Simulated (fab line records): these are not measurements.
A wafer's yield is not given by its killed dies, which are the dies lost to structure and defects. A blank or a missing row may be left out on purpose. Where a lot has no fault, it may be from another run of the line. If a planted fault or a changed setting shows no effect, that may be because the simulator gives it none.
Matching of chambers :: flow n5-finfet :: N5_MOL_CONTACT_COAG_VIA_ETCH_117 on rie-diel-06 has 4 sister chambers
The step etches SiO2 in C4F6/O2, target depth 40 nm, overetch 8 nm, time 26 s. 4 wafers are shown with their chamber, then 11 later ones without.

WAFERS PAIRED WITH THEIR CHAMBERS
wafer: L078.2
chamber: 3
rf-vpp-V (V): 1539

wafer: L085.6
chamber: 1
rf-vpp-V (V): 1639

wafer: L087.5
chamber: 0
rf-vpp-V (V): 1635

wafer: L089.1
chamber: 2
rf-vpp-V (V): 1549

WAFERS MISSING THEIR CHAMBER
wafer: L089.5
rf-vpp-V (V): 1566

wafer: L089.6
rf-vpp-V (V): 1636

wafer: L091.3
rf-vpp-V (V): 1638

wafer: L091.4
rf-vpp-V (V): 1638

wafer: L091.6
rf-vpp-V (V): 1634

wafer: L090.1
rf-vpp-V (V): 1636

wafer: L090.3
rf-vpp-V (V): 1638

wafer: L090.5
rf-vpp-V (V): 1639

wafer: L095.2
rf-vpp-V (V): 1548

wafer: L095.4
rf-vpp-V (V): 1567

wafer: L095.6
rf-vpp-V (V): 1638

WHICH CHAMBER EACH WENT THROUGH
wafer: L089.5
from the rows above: can't be placed: 2 or 3
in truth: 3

wafer: L089.6
from the rows above: can't be placed: 0 or 1
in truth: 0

wafer: L091.3
from the rows above: can't be placed: 1 or 0
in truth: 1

wafer: L091.4
from the rows above: can't be placed: 1 or 0
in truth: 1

wafer: L091.6
from the rows above: can't be placed: 0 or 1
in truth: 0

wafer: L090.1
from the rows above: can't be placed: 0 or 1
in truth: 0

wafer: L090.3
from the rows above: can't be placed: 1 or 0
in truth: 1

wafer: L090.5
from the rows above: can't be placed: 1 or 0
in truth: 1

wafer: L095.2
from the rows above: can't be placed: 2 or 3
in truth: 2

wafer: L095.4
from the rows above: can't be placed: 2 or 3
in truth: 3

wafer: L095.6
from the rows above: can't be placed: 1 or 0
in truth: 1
Correct placement for 0 of the 11. Unplaceable from these rows: 11, with the true chamber sitting among the candidates in 11. 0 placed wrongly.
How it was worked out, from the rows above alone: a wafer's distance from a chamber is the root of the sum, over the readings, of the square of ((its reading less the chamber's mean) divided by the reading's scatter). If the next closest chamber is less than 2 further off than the closest, the wafer can't be placed; otherwise it belongs to the closest. The mean given for a chamber averages the wafers shown for that chamber. The scatter: root of mean squared gap, hidden wafer to nearest shown wafer, with one shown wafer a chamber.
